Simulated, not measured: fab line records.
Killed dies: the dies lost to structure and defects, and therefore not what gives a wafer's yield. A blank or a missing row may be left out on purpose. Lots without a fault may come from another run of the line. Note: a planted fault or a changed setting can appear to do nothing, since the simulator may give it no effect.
fab line records ; flow nand_harc
[record] lots = 13; wafers = 39; last_day = 34
route steps=1302 shown A_M0@1163 A_M1@1180
lots untouched by any fault: they come from a run of this same line in which no faults occurred
start_h: hours from the record's first day to the start of the lot's first wafer shown ; wait_h: how many hours have passed since the lot's step before this one ; " unchanged from the row above ; L1.1+2: several wafers, shown together as one row ; - value missing, or start not given ; * or withheld: withheld ; < > ~ a bound
route shown NAME@n: names a module that has steps shown in the file, with the first one's number in the route ; usual: mean and standard deviation over wafers with no fault ; same: alike in all rows ; chamber/n: place in a boat ; sites: readings site by site ; _std_site: standard deviation of those values ; _edge_site: mean of outer sites minus mean of inner sites ; radius_mm: for every site, how far away it sits from the centre of the wafer ; mask NAME#n: copy n ; behind: tool/chamber where the wafer was last shaped ; hold: what put the lot on hold/how long, in hours/how the hold closed ; device: whichever transistor did not switch (one of n, p or np) ; end of line: the same wafers' tests at the end of the route ; step lacking rows: just its recipe ; killed: dies lost to structure and defects at the first sort, not the wafer's yield ; map: the dies of a wafer, with x for killed, . for not killed, _ for no die there
set.NAME: the setting that was run; set.NAME@STEP: the one run at that earlier step ; model.NAME: the simulator's own value behind a step, which no gauge read
route steps across a sampled set of lots; one table per step, one row per wafer
services: a tool's chamber out of use, with start hour (start_h, from the record's first day; less than 0 if before it), hours out, and reason
[[steps]]
[step NHARC_A_M0_THK_MEAS_24]
[recipe] thk_meas_gauge = xrf
[usual] thk_nm = 114.0/1.4
lot.wafer;tool;chamber;start_h;wait_h;thk_nm
L548.1;film_metro-02;-;527.46;-;116.0
L548.3;film_metro-02;-;527.46;-;114.0
L548.5;film_metro-02;-;527.46;-;114.7
L549.1;film_metro-02;-;537.06;-;113.9
L549.2;film_metro-02;-;537.06;-;114.3
L549.4;film_metro-02;-;537.06;-;115.1
L551.1;film_metro-02;-;544.75;-;113.1
L551.5;film_metro-02;-;544.75;-;111.0
L551.6;film_metro-02;-;544.75;-;112.2
L550.1;film_metro-01;-;553.77;-;114.9
L550.4;film_metro-01;-;553.77;-;114.9
L550.5;film_metro-01;-;553.77;-;115.4
L553.1;film_metro-02;-;579.41;-;112.4
L553.2;film_metro-02;-;579.41;-;112.7
L553.6;film_metro-02;-;579.41;-;112.0
L555.3;film_metro-01;-;584.76;-;112.1
L555.4;film_metro-01;-;584.76;-;113.5
L555.5;film_metro-01;-;584.76;-;112.0
L554.3;film_metro-01;-;592.96;-;113.8
L554.5;film_metro-01;-;592.96;-;112.3
L554.6;film_metro-01;-;592.96;-;114.8
L559.2;film_metro-01;-;617.92;-;115.5
L559.4;film_metro-01;-;617.92;-;112.9
L559.6;film_metro-01;-;617.92;-;115.4
L565.1;film_metro-01;-;698.00;-;116.7
L565.2;film_metro-01;-;698.00;-;112.6
L565.4;film_metro-01;-;698.00;-;116.2
L567.2;film_metro-01;-;711.60;-;114.8
L567.3;film_metro-01;-;711.60;-;113.2
L567.5;film_metro-01;-;711.60;-;113.9
L568.2;film_metro-01;-;727.17;-;114.0
L568.3;film_metro-01;-;727.17;-;111.9
L568.4;film_metro-01;-;727.17;-;113.1
L569.1;film_metro-01;-;728.39;-;112.7
L569.2;film_metro-01;-;728.39;-;116.6
L569.3;film_metro-01;-;728.39;-;112.1
L571.2;film_metro-02;-;767.87;-;113.0
L571.4;film_metro-02;-;767.87;-;113.9
L571.6;film_metro-02;-;767.87;-;114.3
[step NHARC_A_M0_INSPECT_27]
[usual] raw_defect_count = 559/150
lot.wafer;tool;chamber;start_h;wait_h;raw_defect_count
L548.1;defect_inspect-02;-;527.61;0.0;513
L548.3;defect_inspect-02;-;527.61;0.0;886
L548.5;defect_inspect-02;-;527.61;0.0;575
L549.1;defect_inspect-02;-;537.22;0.0;462
L549.2;defect_inspect-02;-;537.22;0.0;624
L549.4;defect_inspect-02;-;537.22;0.0;349
L551.1;defect_inspect-01;-;544.91;0.0;580
L551.5;defect_inspect-01;-;544.91;0.0;443
L551.6;defect_inspect-01;-;544.91;0.0;657
L550.1;defect_inspect-01;-;553.92;0.0;354
L550.4;defect_inspect-01;-;553.92;0.0;444
L550.5;defect_inspect-01;-;553.92;0.0;591
L553.1;defect_inspect-01;-;579.56;0.0;357
L553.2;defect_inspect-01;-;579.56;0.0;417
L553.6;defect_inspect-01;-;579.56;0.0;369
L555.3;defect_inspect-02;-;584.91;0.0;705
L555.4;defect_inspect-02;-;584.91;0.0;1014
L555.5;defect_inspect-02;-;584.91;0.0;953
L554.3;defect_inspect-02;-;593.11;0.0;484
L554.5;defect_inspect-02;-;593.11;0.0;452
L554.6;defect_inspect-02;-;593.11;0.0;417
L559.2;defect_inspect-01;-;618.08;0.0;720
L559.4;defect_inspect-01;-;618.08;0.0;713
L559.6;defect_inspect-01;-;618.08;0.0;745
L565.1;defect_inspect-02;-;698.16;0.0;607
L565.2;defect_inspect-02;-;698.16;0.0;684
L565.4;defect_inspect-02;-;698.16;0.0;454
L567.2;defect_inspect-01;-;711.76;0.0;436
L567.3;defect_inspect-01;-;711.76;0.0;324
L567.5;defect_inspect-01;-;711.76;0.0;404
L568.2;defect_inspect-01;-;727.33;0.0;580
L568.3;defect_inspect-01;-;727.33;0.0;406
L568.4;defect_inspect-01;-;727.33;0.0;526
L569.1;defect_inspect-01;-;728.55;0.0;599
L569.2;defect_inspect-01;-;728.55;0.0;681
L569.3;defect_inspect-01;-;728.55;0.0;475
L571.2;defect_inspect-02;-;768.02;0.0;899
L571.4;defect_inspect-02;-;768.02;0.0;425
L571.6;defect_inspect-02;-;768.02;0.0;599
[step NHARC_A_M1_OVL_MEAS_10]
[recipe] pitch_nm = 240
[usual] overlay_x_nm = 0.1/0.68; overlay_y_nm = -0.2/0.85
lot.wafer;tool;chamber;start_h;wait_h;overlay_x_nm;overlay_y_nm
L548.1;overlay-01;-;529.11;-;0.2;0.2
L548.3;overlay-01;-;529.11;-;0.9;0.3
L548.5;overlay-01;-;529.11;-;0.7;-0.1
L549.1;overlay-01;-;538.88;-;1.8;-1.1
L549.2;overlay-01;-;538.88;-;1.9;-0.8
L549.4;overlay-01;-;538.88;-;2.1;-0.5
L551.1;overlay-02;-;546.39;-;0.6;-0.1
L551.5;overlay-02;-;546.39;-;0.4;-0.2
L551.6;overlay-02;-;546.39;-;1.0;-0.3
L550.1;overlay-01;-;555.40;-;-0.3;0.5
L550.4;overlay-01;-;555.40;-;0.0;0.3
L550.5;overlay-01;-;555.40;-;-0.4;1.1
L553.1;overlay-02;-;580.94;-;-0.7;-1.7
L553.2;overlay-02;-;580.94;-;0.0;-1.6
L553.6;overlay-02;-;580.94;-;-0.4;-1.6
L555.3;overlay-01;-;586.26;-;-0.1;0.5
L555.4;overlay-01;-;586.26;-;0.0;0.2
L555.5;overlay-01;-;586.26;-;0.5;1.2
L554.3;overlay-02;-;594.58;-;0.0;-0.8
L554.5;overlay-02;-;594.58;-;-0.1;-1.2
L554.6;overlay-02;-;594.58;-;0.2;-0.6
L559.2;overlay-02;-;619.70;-;1.8;0.4
L559.4;overlay-02;-;619.70;-;1.7;0.9
L559.6;overlay-02;-;619.70;-;1.1;0.5
L565.1;overlay-01;-;699.62;-;1.1;0.7
L565.2;overlay-01;-;699.62;-;0.6;0.3
L565.4;overlay-01;-;699.62;-;0.8;0.8
L567.2;overlay-02;-;713.13;-;-1.2;-1.6
L567.3;overlay-02;-;713.13;-;-1.1;-1.4
L567.5;overlay-02;-;713.13;-;-1.0;-1.6
L568.2;overlay-02;-;728.82;-;-0.4;-0.6
L568.3;overlay-02;-;728.82;-;-0.5;-0.4
L568.4;overlay-02;-;728.82;-;-0.6;-0.1
L569.1;overlay-02;-;730.01;-;-0.3;0.3
L569.2;overlay-02;-;730.01;-;-0.3;0.3
L569.3;overlay-02;-;730.01;-;0.1;-0.1
L571.2;overlay-01;-;769.51;-;0.0;-0.1
L571.4;overlay-01;-;769.51;-;-0.1;-0.1
L571.6;overlay-01;-;769.51;-;-0.1;-0.3
[step NHARC_A_M1_ECD_22]
[recipe] target_thk_a = 4000; bath_temp_c = 25; material = Cu
lot.wafer;tool;chamber;start_h;wait_h
L548.1+3+5;ecd_cu-01;1;530.58;-
L549.1+2+4;ecd_cu-01;0,1,1;540.36;-
L551.1+5+6;ecd_cu-02;0,1,0;547.91;-
L550.1+4+5;ecd_cu-02;0;556.88;-
L553.2+1+6;ecd_cu-01;1,0,0;582.42;-
L555.3+4+5;ecd_cu-01;1,0,0;587.84;-
L554.3+6+5;ecd_cu-01;1,0,1;596.29;-
L559.2+4+6;ecd_cu-02;1,0,0;621.23;-
L565.2+1+4;ecd_cu-01;0,1,1;701.10;-
L567.2+3+5;ecd_cu-01;0;715.14;-
L568.2+3+4;ecd_cu-01;1,1,0;730.30;-
L569.2+1+3;ecd_cu-01;0,1,0;731.93;-
L571.2+4+6;ecd_cu-01;0,1,1;771.04;-
[step NHARC_A_M1_CMP_23]
[recipe] t_overpolish_s = 20; target_thk_nm = 154.34
[usual] motor_current_A = 12.0/1.3; retaining_ring_pressure_frac = 1.000/0.0049; time_to_endpoint_s = 28.1/2.3
[same] t_overpolish_s = 20
lot.wafer;tool;chamber;start_h;wait_h;motor_current_A;retaining_ring_pressure_frac;time_to_endpoint_s
L548.1;cmp-02;3;531.30;-;14.3;1.004;31.4
L548.3;cmp-02;0;531.30;-;11.3;1.005;29.0
L548.5;cmp-02;0;531.30;-;11.1;1.002;28.9
L549.4;cmp-04;2;541.13;-;11.5;1.005;25.9
L549.1;cmp-04;3;541.13;-;11.0;1.004;28.7
L549.2;cmp-04;0;541.13;-;13.1;0.999;24.5
L551.1;cmp-04;1;548.61;-;12.5;1.008;27.2
L551.6;cmp-04;0;548.61;-;12.0;0.998;24.8
L551.5;cmp-04;1;548.61;-;12.1;1.003;26.1
L550.1;cmp-02;3;557.63;-;13.8;0.991;31.8
L550.4;cmp-02;0;557.63;-;11.7;1.002;30.3
L550.5;cmp-02;2;557.63;-;11.0;1.005;31.1
L553.1;cmp-04;2;583.15;-;11.6;0.994;28.8
L553.2;cmp-04;0;583.15;-;12.8;0.996;28.5
L553.6;cmp-04;3;583.15;-;10.9;1.004;27.4
L555.4;cmp-02;1;588.46;-;11.8;1.005;30.6
L555.3;cmp-02;0;588.46;-;11.1;1.004;28.5
L555.5;cmp-02;1;588.46;-;11.8;1.008;32.1
L554.3;cmp-04;2;596.86;-;12.0;1.004;26.0
L554.5;cmp-04;2;596.86;-;11.5;1.001;10.7
L554.6;cmp-04;3;596.86;-;10.8;1.004;29.9
L559.4;cmp-04;3;621.91;-;11.2;0.992;30.0
L559.2;cmp-04;1;621.91;-;12.7;0.997;27.2
L559.6;cmp-04;0;621.91;-;11.4;0.998;26.1
L565.4;cmp-01;0;701.82;-;10.3;0.997;25.0
L565.1;cmp-01;2;701.82;-;14.5;0.999;26.2
L565.2;cmp-01;3;701.82;-;14.4;0.994;26.5
L567.3;cmp-02;0;715.85;-;11.5;1.000;27.5
L567.2;cmp-02;1;715.85;-;11.8;1.003;28.5
L567.5;cmp-02;3;715.85;-;13.8;1.008;29.4
L568.4;cmp-02;1;731.03;-;11.8;1.005;30.7
L568.3;cmp-02;2;731.03;-;10.4;1.010;30.9
L568.2;cmp-02;3;731.03;-;13.6;0.993;28.4
L569.3;cmp-02;1;732.65;-;11.7;1.008;26.8
L569.2;cmp-02;2;732.65;-;10.5;0.996;27.1
L569.1;cmp-02;3;732.65;-;13.8;1.000;27.3
L571.4;cmp-01;1;771.74;-;12.2;1.004;27.8
L571.2;cmp-01;3;771.74;-;14.8;1.000;29.5
L571.6;cmp-01;1;771.74;-;11.6;1.002;31.4
[[services]]
tool;chamber;start_h;hours;kind
ecd_cu-01;-;512.00;8.0;pm
ecd_cu-02;-;523.00;3.8;repair
cmp-02;-;526.50;4.0;pm
cmp-01;-;534.11;0.8;repair
cmp-01;-;536.21;6.8;repair
cmp-01;-;559.70;2.2;repair
cmp-01;-;577.59;4.0;pm
cmp-04;-;590.75;2.5;repair
ecd_cu-02;-;596.00;8.0;pm
cmp-01;-;597.04;2.2;repair
cmp-04;-;601.00;4.0;pm
cmp-02;-;617.47;0.8;repair
cmp-02;-;624.51;4.0;pm
cmp-04;-;641.33;1.7;repair
cmp-02;-;653.37;2.1;repair
cmp-01;-;660.97;1.4;repair
cmp-01;-;675.59;4.0;pm
ecd_cu-01;-;688.00;8.0;pm
cmp-04;-;699.00;4.0;pm
cmp-02;-;722.51;4.0;pm
cmp-04;-;725.40;0.4;repair
cmp-04;-;732.60;6.3;repair
cmp-04;-;745.28;0.6;repair
cmp-04;-;770.84;1.1;repair
[[key]]
[first_sign] step = NHARC_A_M1_CMP_23; reading = time_to_endpoint_s; direction = down; sigmas = 7.5; usual = *; struck = *
effect none on later readings
met_at NHARC_A_M1_ECD_22
struck_lots L554
struck_wafers L554.5
sort_left_out L554.5
not_acting_at NHARC_A_M0_THK_MEAS_24,NHARC_A_M0_INSPECT_27,NHARC_A_M1_OVL_MEAS_10
onset_between 587.84 596.29
[fault] kind = process_parameter_drift; tool = ecd_cu-01; chamber = -; onset_h = 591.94; steps = NHARC_A_M1_ECD_22; channel = target_thk_a; offset = *; shape = step; end_h = 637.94; scope = struck_wafers_only; acts_in = *; stated = *
// sort_left_out: the simulated sort isn't trusted on such a fault, so these wafers' sort isn't shown, and their yield isn't known
